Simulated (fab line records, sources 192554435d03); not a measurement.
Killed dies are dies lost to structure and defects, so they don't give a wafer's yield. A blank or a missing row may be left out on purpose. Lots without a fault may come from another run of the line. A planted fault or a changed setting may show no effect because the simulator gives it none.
fab line records | flow n5_finfet
record lots=7 wafers=39
route steps=1938 shown PMOS_HMC_CHANNEL_EPI@64 FIN_SAQP@138
start_h: hours from the record's first day to the start of the lot's first wafer shown | wait_h: hours since the lot's step before | " the same as in the row above | L1.1+2: a row that stands for several wafers | - no value, or no start given | * or withheld: withheld | < > ~ a bound
route shown NAME@n: a module of which the file shows steps, and the number in the route of the first | usual: mean/standard deviation of fault-free wafers | same: alike in all rows | chamber/n: place in a boat | sites: the reading at each site | _std_site: their standard deviation | _edge_site: outer sites' mean less inner sites' | radius_mm: how far each site lies from the wafer's centre | mask NAME#n: copy n | behind: the tool/chamber that last shaped the wafer | hold: why the lot was held/for how many hours/how that ended | device: the transistor (n, p or np) that didn't switch | end of line: the same wafers' tests at the end of the route | a step without rows: its recipe alone | killed: dies lost to structure and defects at the first sort, not the wafer's yield | map: a wafer's dies, x killed, . not, _ none there
set.NAME: the setting as run; set.NAME@STEP: as run at that earlier step | model.NAME: the simulator's own value behind a step, which no gauge read
lots whose settings were changed on purpose; a table a step, a row a wafer
## steps
# step N5_PMOS_HMC_CHANNEL_EPI_DEVELOP_08
# recipe develop_time_s=30 developer=TMAH resist=CAR-ArF-block dev_temp_c=23 rinse_liquid=diw dry=air_spin
# columns lot.wafer tool chamber start_h wait_h set.develop_time_s
L074.1+3+5 litho_track-01 0 - - 13.39
L074.2+4+6 " 0 " " 30
L087.1+3+6 litho_track-01 0 - - 23.71
L087.2+4+5 " 0 " " 30
L089.1+2+3 litho_track-03 0 - - 12.39
L089.4+5+6 " 0 " " 30
L092.1+2+3+4+5+6 litho_track-05 0 - - 30
L093.1+4+6 litho_track-05 0 - - 30
L093.2+3+5 " 0 " " 19.23
L094.3+4+6 litho_track-03 0 - - 30
L095.1+2+3+4+5+6 litho_track-01 0 - - 30
# step N5_PMOS_HMC_CHANNEL_EPI_CD_MEAS_09
# recipe target_cd_nm=237.4 landing_energy_ev=500 detector=se_inlens
# usual cd_nm=237.6/1.2
# columns lot.wafer tool chamber start_h wait_h set.develop_time_s@PMOS_HMC_CHANNEL_EPI_DEVELOP_08 cd_nm
L074.1 cd_sem-01 0 17.38 - 13.39 231.4
L074.2 " 0 " " 30 236.6
L074.3 " 0 " " 13.39 231.9
L074.4 " 0 " " 30 236.7
L074.5 " 0 " " 13.39 230.7
L074.6 " 0 " " 30 236.3
L087.1 cd_sem-02 0 95.77 - 23.71 236.2
L087.2 " 0 " " 30 237.6
L087.3 " 0 " " 23.71 235.7
L087.4 " 0 " " 30 238.4
L087.5 " 0 " " 30 238.4
L087.6 " 0 " " 23.71 236.5
L089.1 cd_sem-03 0 107.49 - 12.39 232.1
L089.2 " 0 " " 12.39 233.1
L089.3 " 0 " " 12.39 233.7
L089.4 " 0 " " 30 239.4
L089.5 " 0 " " 30 238.9
L089.6 " 0 " " 30 238.3
L092.1 cd_sem-03 0 125.22 - 30 236.7
L092.2 " 0 " " 30 238.9
L092.3 " 0 " " 30 238.4
L092.4 " 0 " " 30 237.1
L092.5 " 0 " " 30 239.3
L092.6 " 0 " " 30 237.7
L093.1 cd_sem-02 0 131.15 - 30 236.6
L093.2 " 0 " " 19.23 236.0
L093.3 " 0 " " 19.23 235.5
L093.4 " 0 " " 30 238.3
L093.5 " 0 " " 19.23 232.9
L093.6 " 0 " " 30 236.5
L094.3 cd_sem-02 0 137.30 - 30 237.4
L094.4 " 0 " " 30 236.1
L094.6 " 0 " " 30 236.8
L095.1 cd_sem-01 0 144.31 - 30 237.6
L095.2 " 0 " " 30 237.5
L095.3 " 0 " " 30 237.8
L095.4 " 0 " " 30 238.3
L095.5 " 0 " " 30 238.3
L095.6 " 0 " " 30 237.2
# step N5_PMOS_HMC_CHANNEL_EPI_DESCUM_14
# recipe chemistry=O2 time_s=7.9 source_power_w=50 bias_power_w=20 pressure_mtorr=20 rf_frequency_hz=2.712e+07 temp_c=40 resist=CAR-ArF-block o2_flow_sccm=225
# columns lot.wafer tool chamber start_h wait_h set.develop_time_s@PMOS_HMC_CHANNEL_EPI_DEVELOP_08 model.PMOS_HMC_CHANNEL_EPI.cd_nm
L074.1 rie_diel-03 3 17.47 0.0 13.39 231.6
L074.2+6 " 2 " " 30 236.5
L074.3 " 1 " " 13.39 231.9
L074.4 " 0 " " 30 236.6
L074.5 " 1 " " 13.39 230.9
L087.1 rie_diel-03 0 95.91 0.1 23.71 236.1
L087.2 " 2 " " 30 237.8
L087.3 " 1 " " 23.71 235.5
L087.4 " 3 " " 30 238.2
L087.5 " 1 " " 30 238.4
L087.6 " 0 " " 23.71 236.5
L089.1 rie_diel-03 2 107.73 0.2 12.39 232
L089.2 " 0 " " 12.39 232.8
L089.3 " 3 " " 12.39 233.3
L089.4 " 1 " " 30 239.5
L089.5 " 0 " " 30 238.8
L089.6 " 3 " " 30 238.6
L092.1+4 rie_diel-03 0,2 125.31 0.0 30 236.9
L092.2+5 " 1,0 " " 30 239.1
L092.3 " 3 " " 30 238.3
L092.6 " 3 " " 30 238.1
L093.1 rie_diel-03 0 131.24 0.0 30 236.7
L093.2 " 2 " " 19.23 235.5
L093.3 " 3 " " 19.23 235.7
L093.4 " 0 " " 30 238.5
L093.5 " 3 " " 19.23 233.2
L093.6 " 2 " " 30 236.2
L094.3 rie_diel-03 2 137.49 0.1 30 237.3
L094.4 " 2 " " 30 236.1
L094.6 " 3 " " 30 236.8
L095.1 rie_diel-05 2 144.45 0.1 30 237.6
L095.2 " 1 " " 30 237.8
L095.3 " 0 " " 30 237
L095.4 " 3 " " 30 238.3
L095.5 " 2 " " 30 237.9
L095.6 " 3 " " 30 237.3
# step N5_PMOS_HMC_CHANNEL_EPI_ETCH_32
# recipe chemistry=N2/H2 target=BARC stop_on=SiO2 target_depth_a=858 over_etch_frac=0.3 time_s=50.3 ion_energy_ev=200 mask_material=CAR-ArF-block pressure_mtorr=30 source_w=840 bias_w=150 n2_flow_sccm=200 h2_flow_sccm=200
# columns lot.wafer tool chamber start_h wait_h set.develop_time_s@PMOS_HMC_CHANNEL_EPI_DEVELOP_08 model.PMOS_HMC_CHANNEL_EPI.cd_nm
L074.1 rie_diel-03 3 17.50 0.0 13.39 234.1
L074.2 " 2 " " 30 239.1
L074.3 " 1 " " 13.39 233.9
L074.4 " 0 " " 30 238
L074.5 " 1 " " 13.39 232.7
L074.6 " 2 " " 30 238.9
L087.1 rie_diel-03 0 95.94 0.0 23.71 237.9
L087.2 " 2 " " 30 240.2
L087.3+6 " 1,0 " " 23.71 237.8
L087.4 " 3 " " 30 241.6
L087.5 " 1 " " 30 240.9
L089.1 rie_diel-03 2 107.77 0.0 12.39 235
L089.2 " 0 " " 12.39 234.6
L089.3 " 3 " " 12.39 236.4
L089.4 " 1 " " 30 242
L089.5 " 0 " " 30 240.6
L089.6 " 3 " " 30 241.9
L092.1 rie_diel-03 0 125.34 0.0 30 238.9
L092.2 " 1 " " 30 242
L092.3 " 3 " " 30 241.9
L092.4 " 2 " " 30 239.9
L092.5 " 0 " " 30 240.7
L092.6 " 3 " " 30 241.2
L093.1 rie_diel-03 0 131.27 0.0 30 238.5
L093.2 " 2 " " 19.23 237.8
L093.3 " 3 " " 19.23 239.3
L093.4 " 0 " " 30 240.3
L093.5 " 3 " " 19.23 236
L093.6 " 2 " " 30 238.9
L094.3 rie_diel-03 2 137.52 0.0 30 239.3
L094.4 " 2 " " 30 238.6
L094.6 " 3 " " 30 239.5
L095.1+3 rie_diel-05 2,0 144.49 0.0 30 238.8
L095.2 " 1 " " 30 239.4
L095.4 " 3 " " 30 240.9
L095.5 " 2 " " 30 239.2
L095.6 " 3 " " 30 240
# step N5_PMOS_HMC_CHANNEL_EPI_HM_OPEN_15
# recipe chemistry=CHF3/O2 target=SiO2 mask_material=CAR-ArF-block target_depth_a=406 CHF3_flow_sccm=50 O2_flow_sccm=5 Ar_flow_sccm=200 time_s=20.3 pressure_mtorr=30 source_w=650 bias_w=170 ion_energy_ev=200
# columns lot.wafer tool chamber start_h wait_h set.develop_time_s@PMOS_HMC_CHANNEL_EPI_DEVELOP_08 model.PMOS_HMC_CHANNEL_EPI.cd_nm
L074.1 rie_diel-03 3 17.54 0.0 13.39 234.3
L074.2 " 2 " " 30 239
L074.3 " 1 " " 13.39 233.9
L074.4 " 0 " " 30 238.1
L074.5 " 1 " " 13.39 232.6
L074.6 " 2 " " 30 238.7
L087.1+3+6 rie_diel-03 0,1,0 95.98 0.0 23.71 237.8
L087.2 " 2 " " 30 239.9
L087.4 " 3 " " 30 241.9
L087.5 " 1 " " 30 241
L089.1 rie_diel-03 2 107.81 0.0 12.39 234.8
L089.2 " 0 " " 12.39 234.5
L089.3 " 3 " " 12.39 236.5
L089.4 " 1 " " 30 242
L089.5 " 0 " " 30 240.5
L089.6 " 3 " " 30 242.1
L092.1 rie_diel-03 0 125.38 0.0 30 238.7
L092.2+3 " 1,3 " " 30 242
L092.4 " 2 " " 30 239.7
L092.5 " 0 " " 30 240.6
L092.6 " 3 " " 30 241.4
L093.1 rie_diel-03 0 131.32 0.0 30 238.4
L093.2 " 2 " " 19.23 237.7
L093.3 " 3 " " 19.23 239.5
L093.4 " 0 " " 30 240.2
L093.5 " 3 " " 19.23 236.2
L093.6 " 2 " " 30 238.8
L094.3 rie_diel-03 2 137.56 0.0 30 239.2
L094.4 " 2 " " 30 238.5
L094.6 " 3 " " 30 239.7
L095.1 rie_diel-05 2 144.53 0.0 30 238.7
L095.2 " 1 " " 30 239.5
L095.3 " 0 " " 30 238.9
L095.4 " 3 " " 30 240.9
L095.5 " 2 " " 30 239.1
L095.6 " 3 " " 30 240
# step N5_PMOS_HMC_CHANNEL_EPI_STRIP_33
# recipe chemistry=N2/H2 power_w=500 temp_c=40 pressure_mtorr=50 rf_frequency_hz=6e+07 overash_fraction=0.3 bias_power_w=8 h2_frac=0.5 n2_flow_sccm=300 h2_flow_sccm=300
# step N5_PMOS_HMC_CHANNEL_EPI_STRIP_17
# recipe chemistry=SPM time_s=750 temp_c=130 h2so4_h2o2_vol_ratio=4 dry=ipa_marangoni
# step N5_PMOS_HMC_CHANNEL_EPI_ETCH_38
# recipe chemistry=CF4 target=SiO2 target_depth_a=15 ion_energy_ev=350 pressure_mtorr=10 icp_w=800 bias_w=400 cf4_flow_sccm=80
# columns lot.wafer tool chamber start_h wait_h set.develop_time_s@PMOS_HMC_CHANNEL_EPI_DEVELOP_08 model.PMOS_HMC_CHANNEL_EPI.cd_nm
L074.1 rie_si-05 3 17.90 0.0 13.39 234.4
L074.2 " 2 " " 30 239
L074.3 " 1 " " 13.39 233.9
L074.4 " 0 " " 30 238.1
L074.5 " 1 " " 13.39 232.6
L074.6 " 0 " " 30 238.7
L087.1+3 rie_si-05 0,3 96.55 0.0 23.71 237.9
L087.2 " 2 " " 30 239.9
L087.4 " 1 " " 30 241.8
L087.5 " 3 " " 30 241.1
L087.6 " 2 " " 23.71 237.7
L089.1 rie_si-05 1 108.17 0.0 12.39 234.9
L089.2 " 3 " " 12.39 234.6
L089.3 " 0 " " 12.39 236.6
L089.4 " 2 " " 30 241.9
L089.5 " 0 " " 30 240.6
L089.6 " 3 " " 30 242.2
L092.1 rie_si-05 2 125.95 0.0 30 238.7
L092.2 " 0 " " 30 242
L092.3 " 1 " " 30 242.1
L092.4 " 3 " " 30 239.8
L092.5 " 3 " " 30 240.7
L092.6 " 2 " " 30 241.3
L093.1 rie_si-05 2 131.68 0.0 30 238.3
L093.2 " 0 " " 19.23 237.7
L093.3 " 1 " " 19.23 239.5
L093.4 " 3 " " 30 240.3
L093.5 " 1 " " 19.23 236.1
L093.6 " 0 " " 30 238.8
L094.3 rie_si-06 0 137.92 0.0 30 239
L094.4 " 1 " " 30 238.4
L094.6 " 0 " " 30 239.5
L095.1 rie_si-05 0 144.89 0.0 30 238.6
L095.2 " 2 " " 30 239.3
L095.3 " 3 " " 30 239
L095.4 " 1 " " 30 240.9
L095.5 " 0 " " 30 239.1
L095.6 " 3 " " 30 240.1
# step N5_FIN_SAQP_SPACER2_ALD_28
# recipe material=SiO2 target_thk_a=81 temp_c=300 ald_precursor_family=BDEAS ald_co_reactant=O2-plasma pulse_time_s=1 purge_time_s=2 co_reactant_purge_time_s=2 pressure_torr=2
# columns lot.wafer tool chamber start_h wait_h set.target_thk_a model.SiO2_of_FIN_SAQP_SPACER2_ALD_28.thk_nm
L074.1+4+5 ald_sin-03 0,1,2 25.59 0.1 121.2 12.2
L074.2+3+6 " 1,2,0 " " 81 8.2
L087.1+3+5 ald_sin-04 3,0,0 105.58 0.1 97.8 9.8
L087.2 " 1 " " 81 8
L087.4+6 " 2,1 " " 81 8.2
L089.1+2+4 ald_sin-01 2,3,0 116.17 0.1 81 8.2
L089.3+5+6 " 1,1,2 " " 81 8
L092.1+2 ald_sin-01 2,3 134.66 0.1 81 8.2
L092.3 " 1 " " 81 8
L092.4+5+6 " 0,3,0 " " 95.24 9.6
L093.1+2 ald_sin-04 0,3 140.81 0.2 81 8.2
L093.3 " 1 " " 93.48 9.2
L093.4 " 2 " " 81 8
L093.5+6 " 2,1 " " 93.48 9.4
L094.3+4 ald_sin-01 2,0 145.25 0.3 81 8.2
L094.6 " 1 " " 81 8
L095.1+3+5 ald_sin-03 1,3,3 153.09 0.6 38.52 3.8
L095.2+4 " 2,0 " " 81 8.2
L095.6 " 0 " " 81 8
# step N5_FIN_SAQP_SPACER2_ETCHBACK_29
# recipe chemistry=CHF3/O2 mode=anisotropic_etchback target=SiO2 target_depth_a=122 time_s=6.1 pressure_mtorr=30 source_w=650 bias_w=170 Ar_flow_sccm=200 CHF3_flow_sccm=50 O2_flow_sccm=5 ion_energy_ev=200
# step N5_FIN_SAQP_MANDREL2_REMOVE_60
# recipe chemistry=HBr/Cl2/O2 bt_time_s=10 target=a-Si stop_on=SiNx endpoint=OES-SiCl over_etch_frac=1 icp_w=600 bias_w=22 HBr_flow_sccm=150 Cl2_flow_sccm=80 O2_flow_sccm=5 pressure_mtorr=10
# columns lot.wafer tool chamber start_h wait_h set.target_thk_a@FIN_SAQP_SPACER2_ALD_28 model.FIN_SAQP.cd_nm
L074.1 rie_si-04 2 26.21 0.1 121.2 12
L074.2 " 0 " " 81 8.4
L074.3+6 " 3 " " 81 8.2
L074.4 " 1 " " 121.2 12.2
L074.5 " 0 " " 121.2 12.4
L087.1+3 rie_si-01 1,3 106.12 0.1 97.8 9.8
L087.2+4+6 " 2,0,2 " " 81 8.2
L087.5 " 3 " " 97.8 10
L089.1+5 rie_si-01 1,3 116.83 0.1 81 8
L089.2+3+6 " 2,3,0 " " 81 8.2
L089.4 " 0 " " 81 8.4
L092.1+2 rie_si-01 2,1 135.07 0.1 81 8.2
L092.3 " 3 " " 81 8
L092.4+5 " 0,3 " " 95.24 9.8
L092.6 " 2 " " 95.24 9.6
L093.1+4 rie_si-04 2,1 141.22 0.1 81 8
L093.2 " 0 " " 81 8.2
L093.3+5 " 3,0 " " 93.48 9.4
L093.6 " 1 " " 93.48 9.2
L094.3 rie_si-04 1 145.66 0.1 81 8.2
L094.4 " 0 " " 81 8.4
L094.6 " 1 " " 81 8
L095.1+5 rie_si-01 3 153.50 0.1 38.52 4
L095.2+4+6 " 1,2,2 " " 81 8.2
L095.3 " 0 " " 38.52 3.8
# step N5_FIN_SAQP_CD_MEAS_31
# recipe target_cd_nm=8 landing_energy_ev=1000 detector=se_inlens polarity=line
# usual cd_nm=8.14/0.24
# columns lot.wafer tool chamber start_h wait_h set.target_thk_a@FIN_SAQP_SPACER2_ALD_28 cd_nm
L074.1 cd_sem-03 0 26.32 0.1 121.2 11.80
L074.2 " 0 " " 81 8.54
L074.3 " 0 " " 81 7.93
L074.4 " 0 " " 121.2 12.33
L074.5 " 0 " " 121.2 12.42
L074.6 " 0 " " 81 7.88
L087.1 cd_sem-03 0 106.23 0.1 97.8 9.94
L087.2 " 0 " " 81 8.40
L087.3 " 0 " " 97.8 9.36
L087.4 " 0 " " 81 8.42
L087.5 " 0 " " 97.8 9.81
L087.6 " 0 " " 81 8.35
L089.1 cd_sem-03 0 116.94 0.1 81 7.55
L089.2 " 0 " " 81 8.22
L089.3 " 0 " " 81 7.75
L089.4 " 0 " " 81 8.38
L089.5 " 0 " " 81 7.93
L089.6 " 0 " " 81 8.22
L092.1 cd_sem-02 0 135.18 0.1 81 8.18
L092.2 " 0 " " 81 8.23
L092.3 " 0 " " 81 8.15
L092.4 " 0 " " 95.24 9.97
L092.5 " 0 " " 95.24 9.80
L092.6 " 0 " " 95.24 9.33
L093.1 cd_sem-02 0 141.33 0.1 81 7.91
L093.2 " 0 " " 81 8.35
L093.3 " 0 " " 93.48 9.13
L093.4 " 0 " " 81 8.02
L093.5 " 0 " " 93.48 9.45
L093.6 " 0 " " 93.48 9.48
L094.3 cd_sem-01 0 145.78 0.1 81 8.50
L094.4 " 0 " " 81 8.52
L094.6 " 0 " " 81 7.76
L095.1 cd_sem-01 0 153.61 0.1 38.52 3.92
L095.2 " 0 " " 81 8.41
L095.3 " 0 " " 38.52 3.88
L095.4 " 0 " " 81 8.00
L095.5 " 0 " " 38.52 4.00
L095.6 " 0 " " 81 7.85
# step N5_FIN_SAQP_HM_OPEN_33
# recipe chemistry=CH3F/O2 target=SiNx mask_material=SiO2 target_depth_a=494 time_s=70.6 pressure_mtorr=30 source_w=395 bias_w=73 Ar_flow_sccm=150 CH3F_flow_sccm=30 O2_flow_sccm=20 ion_energy_ev=120 ends=cleared
# columns lot.wafer tool chamber start_h wait_h set.target_thk_a@FIN_SAQP_SPACER2_ALD_28 model.FIN_SAQP.cd_nm
L074.1 rie_diel-02 1 26.37 0.0 121.2 11.8
L074.2 " 3 " " 81 8.4
L074.3+6 " 0 " " 81 8.2
L074.4 " 2 " " 121.2 12
L074.5 " 1 " " 121.2 12.4
L087.1+5 rie_diel-01 0 106.36 0.1 97.8 9.8
L087.2+4+6 " 1,1,3 " " 81 8.2
L087.3 " 3 " " 97.8 10
L089.1 rie_diel-04 3 116.99 0.0 81 7.8
L089.2+3+5+6 " 0,2,1,0 " " 81 8.2
L089.4 " 1 " " 81 8.4
L092.1 rie_diel-02 3 135.23 0.0 81 8
L092.2 " 0 " " 81 8.2
L092.3 " 1 " " 81 7.8
L092.4 " 2 " " 95.24 9.8
L092.5 " 2 " " 95.24 9.6
L092.6 " 3 " " 95.24 9.4
L093.1 rie_diel-04 2 141.53 0.2 81 8
L093.2 " 0 " " 81 8.4
L093.3 " 1 " " 93.48 9.4
L093.4 " 3 " " 81 7.8
L093.5 " 1 " " 93.48 9.6
L093.6 " 2 " " 93.48 9.2
L094.3 rie_diel-02 3 145.82 0.0 81 8
L094.4 " 1 " " 81 8.2
L094.6 " 1 " " 81 7.8
L095.1+3+5 rie_diel-02 0,1,0 154.05 0.4 38.52 3.8
L095.2 " 2 " " 81 8.2
L095.4+6 " 3,1 " " 81 8
# step N5_FIN_SAQP_ETCH_34
# recipe chemistry=C4F6/O2 target=SiO2 target_depth_a=450 time_s=15 ion_energy_ev=250 pressure_mtorr=30 source_w=345 bias_w=185 Ar_flow_sccm=300 C4F6_flow_sccm=10 O2_flow_sccm=10 ends=cleared
# step N5_FIN_SAQP_STRIP_77
# recipe chemistry=N2/H2 time_s=90 power_w=100 temp_c=40 pressure_mtorr=100 rf_frequency_hz=6e+07 bias_power_w=3 n2_flow_sccm=300 h2_flow_sccm=300
# step N5_FIN_SAQP_ETCH_64
# recipe chemistry=CF4 target=SiO2 target_depth_a=15 ion_energy_ev=350 pressure_mtorr=10 icp_w=800 bias_w=400 cf4_flow_sccm=80
# step N5_FIN_SAQP_FIN_ETCH_36
# recipe chemistry=HBr/Cl2/O2 target_depth_a=1200 mask_material=SiNx time_s=50.4 bias_w=102 pressure_mtorr=10 icp_w=800 HBr_flow_sccm=150 Cl2_flow_sccm=80 O2_flow_sccm=12
# columns lot.wafer tool chamber start_h wait_h set.target_thk_a@FIN_SAQP_SPACER2_ALD_28 model.FIN_SAQP.cd_nm
L074.1 rie_si-02 0 26.66 0.0 121.2 11.8
L074.2 " 2 " " 81 8.4
L074.3 " 3 " " 81 8.2
L074.4 " 1 " " 121.2 12
L074.5 " 1 " " 121.2 12.4
L074.6 " 0 " " 81 8
L087.1 rie_si-02 2 106.65 0.0 97.8 9.6
L087.2+6 " 0 " " 81 8
L087.3 " 1 " " 97.8 10
L087.4 " 2 " " 81 8.4
L087.5 " 1 " " 97.8 9.8
L089.1+2 rie_si-02 2,1 117.27 0.0 81 7.8
L089.3 " 3 " " 81 8
L089.4+5+6 " 0,3,2 " " 81 8.2
L092.1 rie_si-02 2 135.51 0.0 81 8
L092.2 " 1 " " 81 8.2
L092.3 " 3 " " 81 7.8
L092.4+5 " 0,3 " " 95.24 9.6
L092.6 " 2 " " 95.24 9.4
L093.1+4 rie_si-01 0,2 141.82 0.0 81 8
L093.2 " 3 " " 81 8.2
L093.3 " 1 " " 93.48 9.4
L093.5 " 1 " " 93.48 9.6
L093.6 " 2 " " 93.48 9.2
L094.3 rie_si-01 2 146.10 0.0 81 8
L094.4 " 0 " " 81 8.4
L094.6 " 2 " " 81 7.8
L095.1 rie_si-02 2 154.34 0.0 38.52 4
L095.2+4 " 1,0 " " 81 8
L095.3+5 " 3,1 " " 38.52 3.8
L095.6 " 0 " " 81 7.8
# step N5_FIN_SAQP_CD_MEAS_37
# recipe target_cd_nm=8 polarity=line
# usual cd_nm=8.10/0.28
# columns lot.wafer tool chamber start_h wait_h set.target_thk_a@FIN_SAQP_SPACER2_ALD_28 cd_nm
L074.1 cd_sem-03 - 26.78 0.1 121.2 11.64
L074.2 " - " " 81 8.29
L074.3 " - " " 81 8.13
L074.4 " - " " 121.2 12.25
L074.5 " - " " 121.2 12.62
L074.6 " - " " 81 8.01
L087.1 cd_sem-03 - 106.77 0.1 97.8 9.82
L087.2 " - " " 81 7.89
L087.3 " - " " 97.8 9.95
L087.4 " - " " 81 8.43
L087.5 " - " " 97.8 9.75
L087.6 " - " " 81 8.08
L089.1 cd_sem-03 - 117.39 0.1 81 7.79
L089.2 " - " " 81 8.16
L089.3 " - " " 81 7.82
L089.4 " - " " 81 8.03
L089.5 " - " " 81 8.13
L089.6 " - " " 81 8.32
L092.1 cd_sem-01 - 135.63 0.1 81 8.07
L092.2 " - " " 81 8.08
L092.3 " - " " 81 7.82
L092.4 " - " " 95.24 9.67
L092.5 " - " " 95.24 9.34
L092.6 " - " " 95.24 9.61
L093.1 cd_sem-03 - 141.94 0.1 81 7.88
L093.2 " - " " 81 8.16
L093.3 " - " " 93.48 9.33
L093.4 " - " " 81 7.46
L093.5 " - " " 93.48 9.35
L093.6 " - " " 93.48 9.24
L094.3 cd_sem-01 - 146.23 0.1 81 8.10
L094.4 " - " " 81 8.08
L094.6 " - " " 81 7.66
L095.1 cd_sem-03 - 154.46 0.1 38.52 4.01
L095.2 " - " " 81 8.01
L095.3 " - " " 38.52 3.90
L095.4 " - " " 81 7.90
L095.5 " - " " 38.52 3.74
L095.6 " - " " 81 7.63
## key
split step=N5_PMOS_HMC_CHANNEL_EPI_DEVELOP_08 setting=develop_time_s stated=30 by=wafer
response step=N5_PMOS_HMC_CHANNEL_EPI_CD_MEAS_09 reading=cd_nm change=+0.0926 per=1% r=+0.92
response step=N5_PMOS_HMC_CHANNEL_EPI_DESCUM_14 reading=model.PMOS_HMC_CHANNEL_EPI.cd_nm change=+0.0944 per=1% r=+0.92
response step=N5_PMOS_HMC_CHANNEL_EPI_ETCH_32 reading=model.PMOS_HMC_CHANNEL_EPI.cd_nm change=+0.0931 per=1% r=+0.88
response step=N5_PMOS_HMC_CHANNEL_EPI_HM_OPEN_15 reading=model.PMOS_HMC_CHANNEL_EPI.cd_nm change=+0.0918 per=1% r=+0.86
response step=N5_PMOS_HMC_CHANNEL_EPI_ETCH_38 reading=model.PMOS_HMC_CHANNEL_EPI.cd_nm change=+0.0913 per=1% r=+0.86
split step=N5_FIN_SAQP_SPACER2_ALD_28 setting=target_thk_a stated=81 by=wafer
response step=N5_FIN_SAQP_SPACER2_ALD_28 reading=model.SiO2_of_FIN_SAQP_SPACER2_ALD_28.thk_nm change=+0.0815 per=1% r=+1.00
response step=N5_FIN_SAQP_MANDREL2_REMOVE_60 reading=model.FIN_SAQP.cd_nm change=+0.081 per=1% r=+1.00
response step=N5_FIN_SAQP_CD_MEAS_31 reading=cd_nm change=+0.0796 per=1% r=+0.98
response step=N5_FIN_SAQP_HM_OPEN_33 reading=model.FIN_SAQP.cd_nm change=+0.0801 per=1% r=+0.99
response step=N5_FIN_SAQP_FIN_ETCH_36 reading=model.FIN_SAQP.cd_nm change=+0.0787 per=1% r=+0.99
response step=N5_FIN_SAQP_CD_MEAS_37 reading=cd_nm change=+0.0796 per=1% r=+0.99
